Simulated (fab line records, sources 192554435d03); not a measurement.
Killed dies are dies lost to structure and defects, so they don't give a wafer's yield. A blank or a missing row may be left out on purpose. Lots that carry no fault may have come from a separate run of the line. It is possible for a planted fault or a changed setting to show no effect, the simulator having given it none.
The tool behind it: which one? || flow n5 finfet || 24 lots, 72 wafers sampled, at 6 steps of a route of 1938

## WHAT THE GAUGES SHOWED, per wafer
N5_BEOL_M12_INSPECT_12: inspects for defects (macro).
{"lot": "L075", "measured": "day 10 23:25", "on": "defect inspect-01", "raw defect count": "3 4 0"}
{"lot": "L076", "measured": "day 11 07:28", "on": "defect inspect-01", "raw defect count": "1 3 0"}
{"lot": "L074", "measured": "day 11 08:28", "on": "defect inspect-02", "raw defect count": "5 0 2"}
{"lot": "L077", "measured": "day 11 14:28", "on": "defect inspect-01", "raw defect count": "1 6 1"}
{"lot": "L079", "measured": "day 12 14:15", "on": "defect inspect-02", "raw defect count": "1 3 0"}
{"lot": "L078", "measured": "day 12 16:41", "on": "defect inspect-01", "raw defect count": "4 6 2"}
{"lot": "L082", "measured": "day 12 21:03", "on": "defect inspect-01", "raw defect count": "5 0 6"}
{"lot": "L080", "measured": "day 12 21:50", "on": "defect inspect-01", "raw defect count": "1 3 3"}
{"lot": "L081", "measured": "day 12 23:01", "on": "defect inspect-02", "raw defect count": "1 1 3"}
{"lot": "L083", "measured": "day 13 09:41", "on": "defect inspect-02", "raw defect count": "3 2 1"}
{"lot": "L085", "measured": "day 13 10:01", "on": "defect inspect-02", "raw defect count": "1 2 3"}
{"lot": "L084", "measured": "day 13 10:43", "on": "defect inspect-01", "raw defect count": "1 6 2"}
{"lot": "L087", "measured": "day 14 06:13", "on": "defect inspect-02", "raw defect count": "4 2 7"}
{"lot": "L086", "measured": "day 14 07:25", "on": "defect inspect-01", "raw defect count": "0 2 1"}
{"lot": "L088", "measured": "day 14 10:34", "on": "defect inspect-02", "raw defect count": "4 1 3"}
{"lot": "L089", "measured": "day 14 16:33", "on": "defect inspect-01", "raw defect count": "3 2 1"}
{"lot": "L090", "measured": "day 15 01:24", "on": "defect inspect-01", "raw defect count": "2 2 0"}
{"lot": "L091", "measured": "day 15 02:07", "on": "defect inspect-01", "raw defect count": "5 1 1"}
{"lot": "L092", "measured": "day 15 08:35", "on": "defect inspect-01", "raw defect count": "1 2 3"}
{"lot": "L095", "measured": "day 15 21:43", "on": "defect inspect-02", "raw defect count": "1 2 3"}
{"lot": "L093", "measured": "day 16 06:07", "on": "defect inspect-02", "raw defect count": "1 1 1"}
{"lot": "L096", "measured": "day 16 14:14", "on": "defect inspect-02", "raw defect count": "2 2 1"}
{"lot": "L094", "measured": "day 16 14:23", "on": "defect inspect-02", "raw defect count": "1 6 0"}
{"lot": "L097", "measured": "day 16 23:29", "on": "defect inspect-02", "raw defect count": "4 1 2"}

N5_BEOL_M12_RS_MEAS_54: measures by four-point-probe.
{"lot": "L075", "measured": "day 11 04:22", "on": "film metro-01", "M12_RS (ohm/sq)": "0.0602 0.0604 0.0607"}
{"lot": "L076", "measured": "day 11 10:56", "on": "film metro-02", "M12_RS (ohm/sq)": "0.0585 0.0581 0.0590"}
{"lot": "L074", "measured": "day 11 13:21", "on": "film metro-01", "M12_RS (ohm/sq)": "0.0602 0.0593 0.0601"}
{"lot": "L077", "measured": "day 11 19:04", "on": "film metro-02", "M12_RS (ohm/sq)": "0.0586 0.0610 0.0603"}
{"lot": "L079", "measured": "day 12 20:20", "on": "film metro-02", "M12_RS (ohm/sq)": "0.0594 0.0608 0.0599"}
{"lot": "L078", "measured": "day 12 21:40", "on": "film metro-01", "M12_RS (ohm/sq)": "0.0592 0.0608 0.0599"}
{"lot": "L082", "measured": "day 13 01:50", "on": "film metro-02", "M12_RS (ohm/sq)": "0.0605 0.0602 0.0608"}
{"lot": "L080", "measured": "day 13 03:25", "on": "film metro-01", "M12_RS (ohm/sq)": "0.0591 0.0597 0.0606"}
{"lot": "L081", "measured": "day 13 02:58", "on": "film metro-02", "M12_RS (ohm/sq)": "0.0597 0.0593 0.0603"}
{"lot": "L083", "measured": "day 13 13:34", "on": "film metro-01", "M12_RS (ohm/sq)": "0.0613 0.0600 0.0598"}
{"lot": "L085", "measured": "day 13 15:39", "on": "film metro-02", "M12_RS (ohm/sq)": "0.0590 0.0599 0.0611"}
{"lot": "L084", "measured": "day 13 22:38", "on": "film metro-01", "M12_RS (ohm/sq)": "0.0597 0.0597 0.0600"}
{"lot": "L087", "measured": "day 14 14:12", "on": "film metro-01", "M12_RS (ohm/sq)": "0.0591 0.0599 0.0602"}
{"lot": "L086", "measured": "day 14 11:19", "on": "film metro-01", "M12_RS (ohm/sq)": "0.0610 0.0602 0.0606"}
{"lot": "L088", "measured": "day 14 14:13", "on": "film metro-01", "M12_RS (ohm/sq)": "0.0591 0.0594 0.0590"}
{"lot": "L089", "measured": "day 14 23:06", "on": "film metro-02", "M12_RS (ohm/sq)": "0.0602 0.0609 0.0601"}
{"lot": "L090", "measured": "day 15 06:52", "on": "film metro-01", "M12_RS (ohm/sq)": "0.0596 0.0584 0.0609"}
{"lot": "L091", "measured": "day 15 07:46", "on": "film metro-02", "M12_RS (ohm/sq)": "0.0599 0.0600 0.0607"}
{"lot": "L092", "measured": "day 15 13:07", "on": "film metro-02", "M12_RS (ohm/sq)": "0.0602 0.0587 0.0597"}
{"lot": "L095", "measured": "day 16 02:29", "on": "film metro-02", "M12_RS (ohm/sq)": "0.0609 0.0592 0.0597"}
{"lot": "L093", "measured": "day 16 11:11", "on": "film metro-01", "M12_RS (ohm/sq)": "0.0604 0.0588 0.0579"}
{"lot": "L096", "measured": "day 16 18:49", "on": "film metro-02", "M12_RS (ohm/sq)": "0.0598 0.0599 0.0593"}
{"lot": "L094", "measured": "day 16 18:55", "on": "film metro-01", "M12_RS (ohm/sq)": "0.0596 0.0592 0.0600"}
{"lot": "L097", "measured": "day 17 05:52", "on": "film metro-01", "M12_RS (ohm/sq)": "0.0607 0.0613 0.0600"}

N5_BEOL_M13_OCD_MEAS_35.
{"lot": "L075", "measured": "day 11 06:46", "on": "ocd-02", "trench depth nm (nm)": "401 415 419"}
{"lot": "L076", "measured": "day 11 13:23", "on": "ocd-01", "trench depth nm (nm)": "425 418 414"}
{"lot": "L074", "measured": "day 11 15:37", "on": "ocd-02", "trench depth nm (nm)": "415 430 419"}
{"lot": "L077", "measured": "day 11 21:26", "on": "ocd-01", "trench depth nm (nm)": "409 401 411"}
{"lot": "L079", "measured": "day 12 22:31", "on": "ocd-02", "trench depth nm (nm)": "422 400 423"}
{"lot": "L078", "measured": "day 12 23:55", "on": "ocd-01", "trench depth nm (nm)": "419 420 414"}
{"lot": "L082", "measured": "day 13 04:04", "on": "ocd-02", "trench depth nm (nm)": "409 407 428"}
{"lot": "L080", "measured": "day 13 05:53", "on": "ocd-02", "trench depth nm (nm)": "416 406 395"}
{"lot": "L081", "measured": "day 13 05:45", "on": "ocd-01", "trench depth nm (nm)": "424 418 427"}
{"lot": "L083", "measured": "day 13 15:49", "on": "ocd-01", "trench depth nm (nm)": "425 421 425"}
{"lot": "L085", "measured": "day 13 18:07", "on": "ocd-01", "trench depth nm (nm)": "427 425 425"}
{"lot": "L084", "measured": "day 14 00:53", "on": "ocd-02", "trench depth nm (nm)": "424 405 421"}
{"lot": "L087", "measured": "day 14 16:30", "on": "ocd-01", "trench depth nm (nm)": "417 416 416"}
{"lot": "L086", "measured": "day 14 13:42", "on": "ocd-01", "trench depth nm (nm)": "392 416 415"}
{"lot": "L088", "measured": "day 14 16:55", "on": "ocd-02", "trench depth nm (nm)": "427 412 419"}
{"lot": "L089", "measured": "day 15 01:29", "on": "ocd-01", "trench depth nm (nm)": "421 428 427"}
{"lot": "L090", "measured": "day 15 09:25", "on": "ocd-02", "trench depth nm (nm)": "422 410 401"}
{"lot": "L091", "measured": "day 15 10:01", "on": "ocd-02", "trench depth nm (nm)": "420 404 417"}
{"lot": "L092", "measured": "day 15 15:14", "on": "ocd-01", "trench depth nm (nm)": "416 420 408"}
{"lot": "L095", "measured": "day 16 04:44", "on": "ocd-02", "trench depth nm (nm)": "426 421 413"}
{"lot": "L093", "measured": "day 16 13:55", "on": "ocd-01", "trench depth nm (nm)": "416 419 419"}
{"lot": "L096", "measured": "day 16 21:12", "on": "ocd-02", "trench depth nm (nm)": "420 414 414"}
{"lot": "L094", "measured": "day 16 21:14", "on": "ocd-01", "trench depth nm (nm)": "413 424 415"}
{"lot": "L097", "measured": "day 17 08:27", "on": "ocd-01", "trench depth nm (nm)": "404 421 402"}

N5_BEOL_M15_THK_MEAS_01.
{"lot": "L075", "measured": "day 11 17:25", "on": "film metro-02", "M15_ILD_THK (nm)": "1644 1619 1647"}
{"lot": "L076", "measured": "day 11 21:32", "on": "film metro-01", "M15_ILD_THK (nm)": "1615 1649 1638"}
{"lot": "L074", "measured": "day 12 02:16", "on": "film metro-01", "M15_ILD_THK (nm)": "1577 1612 1633"}
{"lot": "L077", "measured": "day 12 11:48", "on": "film metro-01", "M15_ILD_THK (nm)": "1612 1680 1647"}
{"lot": "L079", "measured": "day 13 10:17", "on": "film metro-02", "M15_ILD_THK (nm)": "1612 1656 1652"}
{"lot": "L078", "measured": "day 13 10:50", "on": "film metro-02", "M15_ILD_THK (nm)": "1652 1626 1626"}
{"lot": "L082", "measured": "day 13 11:17", "on": "film metro-01", "M15_ILD_THK (nm)": "1617 1665 1640"}
{"lot": "L080", "measured": "day 13 19:52", "on": "film metro-01", "M15_ILD_THK (nm)": "1628 1602 1663"}
{"lot": "L081", "measured": "day 13 18:05", "on": "film metro-02", "M15_ILD_THK (nm)": "1641 1603 1632"}
{"lot": "L083", "measured": "day 14 00:02", "on": "film metro-02", "M15_ILD_THK (nm)": "1596 1569 1634"}
{"lot": "L085", "measured": "day 14 04:46", "on": "film metro-01", "M15_ILD_THK (nm)": "1607 1568 1639"}
{"lot": "L084", "measured": "day 14 10:18", "on": "film metro-02", "M15_ILD_THK (nm)": "1661 1640 1661"}
{"lot": "L087", "measured": "day 15 06:31", "on": "film metro-02", "M15_ILD_THK (nm)": "1635 1657 1636"}
{"lot": "L086", "measured": "day 14 23:34", "on": "film metro-01", "M15_ILD_THK (nm)": "1616 1628 1668"}
{"lot": "L088", "measured": "day 15 07:32", "on": "film metro-02", "M15_ILD_THK (nm)": "1595 1641 1641"}
{"lot": "L089", "measured": "day 15 10:02", "on": "film metro-02", "M15_ILD_THK (nm)": "1625 1613 1620"}
{"lot": "L090", "measured": "day 15 20:49", "on": "film metro-02", "M15_ILD_THK (nm)": "1616 1598 1600"}
{"lot": "L091", "measured": "day 15 21:18", "on": "film metro-02", "M15_ILD_THK (nm)": "1615 1573 1586"}
{"lot": "L092", "measured": "day 16 02:32", "on": "film metro-02", "M15_ILD_THK (nm)": "1604 1616 1562"}
{"lot": "L095", "measured": "day 16 18:03", "on": "film metro-01", "M15_ILD_THK (nm)": "1635 1684 1655"}
{"lot": "L093", "measured": "day 17 01:04", "on": "film metro-01", "M15_ILD_THK (nm)": "1661 1596 1646"}
{"lot": "L096", "measured": "day 17 04:08", "on": "film metro-02", "M15_ILD_THK (nm)": "1657 1686 1668"}
{"lot": "L094", "measured": "day 17 06:04", "on": "film metro-02", "M15_ILD_THK (nm)": "1615 1657 1671"}
{"lot": "L097", "measured": "day 17 21:38", "on": "film metro-01", "M15_ILD_THK (nm)": "1607 1659 1613"}

## TOOL THAT RAN EACH LOT (tool first, then ch and the chambers of the sampled wafers, then the start)
{"lot": "L075", "N5_BEOL_M13_DESCUM_15": "rie diel-05 ch 0,3, day 11 05:07", "N5_BEOL_M14_SPUTTER_44": "pvd sputter-03, day 11 15:58"}
{"lot": "L076", "N5_BEOL_M13_DESCUM_15": "rie diel-05 ch 0,2,3, day 11 11:41", "N5_BEOL_M14_SPUTTER_44": "pvd sputter-01, day 11 20:01"}
{"lot": "L074", "N5_BEOL_M13_DESCUM_15": "rie diel-05 ch 0,1,2, day 11 14:05", "N5_BEOL_M14_SPUTTER_44": "pvd sputter-02, day 12 00:51"}
{"lot": "L077", "N5_BEOL_M13_DESCUM_15": "rie diel-05 ch 0,1, day 11 19:47", "N5_BEOL_M14_SPUTTER_44": "pvd sputter-01, day 12 10:23"}
{"lot": "L079", "N5_BEOL_M13_DESCUM_15": "rie diel-03 ch 1,3, day 12 21:00", "N5_BEOL_M14_SPUTTER_44": "pvd sputter-01, day 13 08:44"}
{"lot": "L078", "N5_BEOL_M13_DESCUM_15": "rie diel-05 ch 0,1, day 12 22:16", "N5_BEOL_M14_SPUTTER_44": "pvd sputter-03, day 13 09:14"}
{"lot": "L082", "N5_BEOL_M13_DESCUM_15": "rie diel-06 ch 1,3, day 13 02:32", "N5_BEOL_M14_SPUTTER_44": "pvd sputter-03, day 13 09:36"}
{"lot": "L080", "N5_BEOL_M13_DESCUM_15": "rie diel-06 ch 1,3, day 13 04:01", "N5_BEOL_M14_SPUTTER_44": "pvd sputter-03, day 13 18:26"}
{"lot": "L081", "N5_BEOL_M13_DESCUM_15": "rie diel-06 ch 2,3, day 13 03:34", "N5_BEOL_M14_SPUTTER_44": "pvd sputter-03, day 13 16:32"}
{"lot": "L083", "N5_BEOL_M13_DESCUM_15": "rie diel-06 ch 0,2, day 13 14:17", "N5_BEOL_M14_SPUTTER_44": "pvd sputter-03, day 13 22:37"}
{"lot": "L085", "N5_BEOL_M13_DESCUM_15": "rie diel-03 ch 1,2,3, day 13 16:23", "N5_BEOL_M14_SPUTTER_44": "pvd sputter-03, day 14 03:20"}
{"lot": "L084", "N5_BEOL_M13_DESCUM_15": "rie diel-03 ch 1,2,3, day 13 23:22", "N5_BEOL_M14_SPUTTER_44": "pvd sputter-03, day 14 08:37"}
{"lot": "L087", "N5_BEOL_M13_DESCUM_15": "rie diel-05 ch 0,2, day 14 14:58", "N5_BEOL_M14_SPUTTER_44": "pvd sputter-01, day 15 04:59"}
{"lot": "L086", "N5_BEOL_M13_DESCUM_15": "rie diel-03 ch 0,1,3, day 14 12:02", "N5_BEOL_M14_SPUTTER_44": "pvd sputter-03, day 14 20:50"}
{"lot": "L088", "N5_BEOL_M13_DESCUM_15": "rie diel-05 ch 0,1,2, day 14 15:16", "N5_BEOL_M14_SPUTTER_44": "pvd sputter-02, day 15 05:46"}
{"lot": "L089", "N5_BEOL_M13_DESCUM_15": "rie diel-06 ch 1,2,3, day 14 23:50", "N5_BEOL_M14_SPUTTER_44": "pvd sputter-02, day 15 08:37"}
{"lot": "L090", "N5_BEOL_M13_DESCUM_15": "rie diel-03 ch 0,1,3, day 15 07:46", "N5_BEOL_M14_SPUTTER_44": "pvd sputter-03, day 15 18:56"}
{"lot": "L091", "N5_BEOL_M13_DESCUM_15": "rie diel-03 ch 0,1,2, day 15 08:22", "N5_BEOL_M14_SPUTTER_44": "pvd sputter-01, day 15 19:32"}
{"lot": "L092", "N5_BEOL_M13_DESCUM_15": "rie diel-03 ch 0,2,3, day 15 13:43", "N5_BEOL_M14_SPUTTER_44": "pvd sputter-02, day 16 01:05"}
{"lot": "L095", "N5_BEOL_M13_DESCUM_15": "rie diel-06 ch 0,2, day 16 03:05", "N5_BEOL_M14_SPUTTER_44": "pvd sputter-02, day 16 16:31"}
{"lot": "L093", "N5_BEOL_M13_DESCUM_15": "rie diel-05 ch 0,2,3, day 16 12:16", "N5_BEOL_M14_SPUTTER_44": "pvd sputter-01, day 16 23:38"}
{"lot": "L096", "N5_BEOL_M13_DESCUM_15": "rie diel-06 ch 0,2,3, day 16 19:33", "N5_BEOL_M14_SPUTTER_44": "pvd sputter-03, day 17 02:37"}
{"lot": "L094", "N5_BEOL_M13_DESCUM_15": "rie diel-03 ch 1,2, day 16 19:43", "N5_BEOL_M14_SPUTTER_44": "pvd sputter-03, day 17 03:15"}
{"lot": "L097", "N5_BEOL_M13_DESCUM_15": "rie diel-03 ch 0,1,3, day 17 06:55", "N5_BEOL_M14_SPUTTER_44": "pvd sputter-01, day 17 19:44"}
- N5_BEOL_M13_DESCUM_15: chemistry O2, time 7.9 s.
- N5_BEOL_M14_SPUTTER_44: material Ta, target thk 15 nm, time 24.19 s.

## WHAT THE TOOLS THEMSELVES READ (means of the sampled wafers that have a number; where no wafer has one, the mark that the record gives instead)
N5_BEOL_M13_DESCUM_15.
{"lot": "L075", "tool": "rie diel-05", "drypump motor current A (A)": 5.12, "o2 flow sccm (sccm)": 225.4, "oes product au (a.u.)": 0.89, "rf vpp V (V)": 243.3, "showerhead plenum p Torr (Torr)": 2.11, "throttle valve pct (%)": 20.34}
{"lot": "L076", "tool": "rie diel-05", "drypump motor current A (A)": 5.33, "o2 flow sccm (sccm)": 225.4, "oes product au (a.u.)": 0.87, "rf vpp V (V)": 243.3, "showerhead plenum p Torr (Torr)": 2.11, "throttle valve pct (%)": 20.29}
{"lot": "L074", "tool": "rie diel-05", "drypump motor current A (A)": 5.37, "o2 flow sccm (sccm)": 225.6, "oes product au (a.u.)": 0.92, "rf vpp V (V)": 243.5, "showerhead plenum p Torr (Torr)": 2.10, "throttle valve pct (%)": 20.15}
{"lot": "L077", "tool": "rie diel-05", "drypump motor current A (A)": 5.16, "o2 flow sccm (sccm)": 224.7, "oes product au (a.u.)": 0.94, "rf vpp V (V)": 243.7, "showerhead plenum p Torr (Torr)": 2.09, "throttle valve pct (%)": 20.20}
{"lot": "L079", "tool": "rie diel-03", "drypump motor current A (A)": 5.24, "o2 flow sccm (sccm)": 225.5, "oes product au (a.u.)": 0.83, "rf vpp V (V)": 245.3, "showerhead plenum p Torr (Torr)": 2.18, "throttle valve pct (%)": 20.37}
{"lot": "L078", "tool": "rie diel-05", "drypump motor current A (A)": 5.31, "o2 flow sccm (sccm)": 225.5, "oes product au (a.u.)": 0.90, "rf vpp V (V)": 242.6, "showerhead plenum p Torr (Torr)": 2.06, "throttle valve pct (%)": 20.15}
{"lot": "L082", "tool": "rie diel-06", "drypump motor current A (A)": 5.35, "o2 flow sccm (sccm)": 226.0, "oes product au (a.u.)": 0.75, "rf vpp V (V)": 243.6, "showerhead plenum p Torr (Torr)": 2.09, "throttle valve pct (%)": 20.51}
{"lot": "L080", "tool": "rie diel-06", "drypump motor current A (A)": 5.41, "o2 flow sccm (sccm)": 225.0, "oes product au (a.u.)": 0.82, "rf vpp V (V)": 243.5, "showerhead plenum p Torr (Torr)": 2.11, "throttle valve pct (%)": 20.31}
{"lot": "L081", "tool": "rie diel-06", "drypump motor current A (A)": 5.51, "o2 flow sccm (sccm)": 224.5, "oes product au (a.u.)": 0.69, "rf vpp V (V)": 242.2, "showerhead plenum p Torr (Torr)": 2.08, "throttle valve pct (%)": 20.74}
{"lot": "L083", "tool": "rie diel-06", "drypump motor current A (A)": 5.36, "o2 flow sccm (sccm)": 224.4, "oes product au (a.u.)": 0.71, "rf vpp V (V)": 243.0, "showerhead plenum p Torr (Torr)": 2.14, "throttle valve pct (%)": 20.57}
{"lot": "L085", "tool": "rie diel-03", "drypump motor current A (A)": 5.23, "o2 flow sccm (sccm)": 224.4, "oes product au (a.u.)": 0.87, "rf vpp V (V)": 243.1, "showerhead plenum p Torr (Torr)": 2.13, "throttle valve pct (%)": 20.32}
{"lot": "L084", "tool": "rie diel-03", "drypump motor current A (A)": 5.22, "o2 flow sccm (sccm)": 224.7, "oes product au (a.u.)": 0.87, "rf vpp V (V)": 243.5, "showerhead plenum p Torr (Torr)": 2.13, "throttle valve pct (%)": 20.32}
{"lot": "L087", "tool": "rie diel-05", "drypump motor current A (A)": 5.24, "o2 flow sccm (sccm)": 225.5, "oes product au (a.u.)": 0.90, "rf vpp V (V)": 243.8, "showerhead plenum p Torr (Torr)": 2.11, "throttle valve pct (%)": 20.25}
{"lot": "L086", "tool": "rie diel-03", "drypump motor current A (A)": 5.45, "o2 flow sccm (sccm)": 224.4, "oes product au (a.u.)": 0.79, "rf vpp V (V)": 243.8, "showerhead plenum p Torr (Torr)": 2.13, "throttle valve pct (%)": 20.31}
{"lot": "L088", "tool": "rie diel-05", "drypump motor current A (A)": 5.39, "o2 flow sccm (sccm)": 225.1, "oes product au (a.u.)": 0.88, "rf vpp V (V)": 243.2, "showerhead plenum p Torr (Torr)": 2.09, "throttle valve pct (%)": 20.19}
{"lot": "L089", "tool": "rie diel-06", "drypump motor current A (A)": 5.56, "o2 flow sccm (sccm)": 224.7, "oes product au (a.u.)": 0.75, "rf vpp V (V)": 242.8, "showerhead plenum p Torr (Torr)": 2.09, "throttle valve pct (%)": 20.56}
{"lot": "L090", "tool": "rie diel-03", "drypump motor current A (A)": 5.45, "o2 flow sccm (sccm)": 224.8, "oes product au (a.u.)": 0.78, "rf vpp V (V)": 243.7, "showerhead plenum p Torr (Torr)": 2.12, "throttle valve pct (%)": 20.32}
{"lot": "L091", "tool": "rie diel-03", "drypump motor current A (A)": 5.49, "o2 flow sccm (sccm)": 225.3, "oes product au (a.u.)": 0.78, "rf vpp V (V)": 243.3, "showerhead plenum p Torr (Torr)": 2.11, "throttle valve pct (%)": 20.33}
{"lot": "L092", "tool": "rie diel-03", "drypump motor current A (A)": 5.44, "o2 flow sccm (sccm)": 224.5, "oes product au (a.u.)": 0.82, "rf vpp V (V)": 243.1, "showerhead plenum p Torr (Torr)": 2.08, "throttle valve pct (%)": 20.25}
{"lot": "L095", "tool": "rie diel-06", "drypump motor current A (A)": 5.64, "o2 flow sccm (sccm)": 224.4, "oes product au (a.u.)": 0.71, "rf vpp V (V)": 243.9, "showerhead plenum p Torr (Torr)": 2.10, "throttle valve pct (%)": 20.74}
{"lot": "L093", "tool": "rie diel-05", "drypump motor current A (A)": 5.35, "o2 flow sccm (sccm)": 224.4, "oes product au (a.u.)": 0.82, "rf vpp V (V)": 244.1, "showerhead plenum p Torr (Torr)": 2.10, "throttle valve pct (%)": 20.35}
{"lot": "L096", "tool": "rie diel-06", "drypump motor current A (A)": 5.45, "o2 flow sccm (sccm)": 224.1, "oes product au (a.u.)": 0.69, "rf vpp V (V)": 243.5, "showerhead plenum p Torr (Torr)": 2.10, "throttle valve pct (%)": 20.69}
{"lot": "L094", "tool": "rie diel-03", "drypump motor current A (A)": 5.27, "o2 flow sccm (sccm)": 224.4, "oes product au (a.u.)": 0.83, "rf vpp V (V)": 243.6, "showerhead plenum p Torr (Torr)": 2.10, "throttle valve pct (%)": 20.36}
{"lot": "L097", "tool": "rie diel-03", "drypump motor current A (A)": 5.47, "o2 flow sccm (sccm)": 225.7, "oes product au (a.u.)": 0.86, "rf vpp V (V)": 243.6, "showerhead plenum p Torr (Torr)": 2.12, "throttle valve pct (%)": 20.25}

N5_BEOL_M14_SPUTTER_44.
{"lot": "L075", "tool": "pvd sputter-03", "throttle valve pct (%)": 29.9}
{"lot": "L076", "tool": "pvd sputter-01", "throttle valve pct (%)": 29.9}
{"lot": "L074", "tool": "pvd sputter-02", "throttle valve pct (%)": 29.6}
{"lot": "L077", "tool": "pvd sputter-01", "throttle valve pct (%)": 29.2}
{"lot": "L079", "tool": "pvd sputter-01", "throttle valve pct (%)": 29.9}
{"lot": "L078", "tool": "pvd sputter-03", "throttle valve pct (%)": 28.8}
{"lot": "L082", "tool": "pvd sputter-03", "throttle valve pct (%)": 28.8}
{"lot": "L080", "tool": "pvd sputter-03", "throttle valve pct (%)": 28.9}
{"lot": "L081", "tool": "pvd sputter-03", "throttle valve pct (%)": 28.8}
{"lot": "L083", "tool": "pvd sputter-03", "throttle valve pct (%)": 29.6}
{"lot": "L085", "tool": "pvd sputter-03", "throttle valve pct (%)": 29.9}
{"lot": "L084", "tool": "pvd sputter-03", "throttle valve pct (%)": 29.5}
{"lot": "L087", "tool": "pvd sputter-01", "throttle valve pct (%)": 29.7}
{"lot": "L086", "tool": "pvd sputter-03", "throttle valve pct (%)": 30.1}
{"lot": "L088", "tool": "pvd sputter-02", "throttle valve pct (%)": 29.5}
{"lot": "L089", "tool": "pvd sputter-02", "throttle valve pct (%)": 29.5}
{"lot": "L090", "tool": "pvd sputter-03", "throttle valve pct (%)": 29.0}
{"lot": "L091", "tool": "pvd sputter-01", "throttle valve pct (%)": 28.9}
{"lot": "L092", "tool": "pvd sputter-02", "throttle valve pct (%)": 29.8}
{"lot": "L095", "tool": "pvd sputter-02", "throttle valve pct (%)": 29.8}
{"lot": "L093", "tool": "pvd sputter-01", "throttle valve pct (%)": 29.0}
{"lot": "L096", "tool": "pvd sputter-03", "throttle valve pct (%)": 29.1}
{"lot": "L094", "tool": "pvd sputter-03", "throttle valve pct (%)": 28.9}
{"lot": "L097", "tool": "pvd sputter-01", "throttle valve pct (%)": 28.6}

## THE ANSWER, worked out from the rows above alone
Rule: the usual values come from the lots themselves. The widest of any qualifying gaps counts: lots, ordered by their means at a reading, are off when they make up no more than a third of the lots, leave a main group of 4 or more, and stand apart from it by 3 or more times the standard deviation of that group's means. A main group whose means are all the same, to the digits that the tables above print for the reading, isn't used. A lot without any number at a reading at which 4 lots or more have one is off too. Where the step has rows for the other lots, those lots are counted as sound. After the gauges, taken in route order, come the tools' own readings; for these a lot's mean is taken, as printed above. The first step at which some lot is off is used, and at that step the reading that is off furthest; a lot without a number counts as furthest.
No lot is off at any reading shown: from this, nothing can be told.

## WHAT HAD BEEN PUT IN BY THE SIMULATOR
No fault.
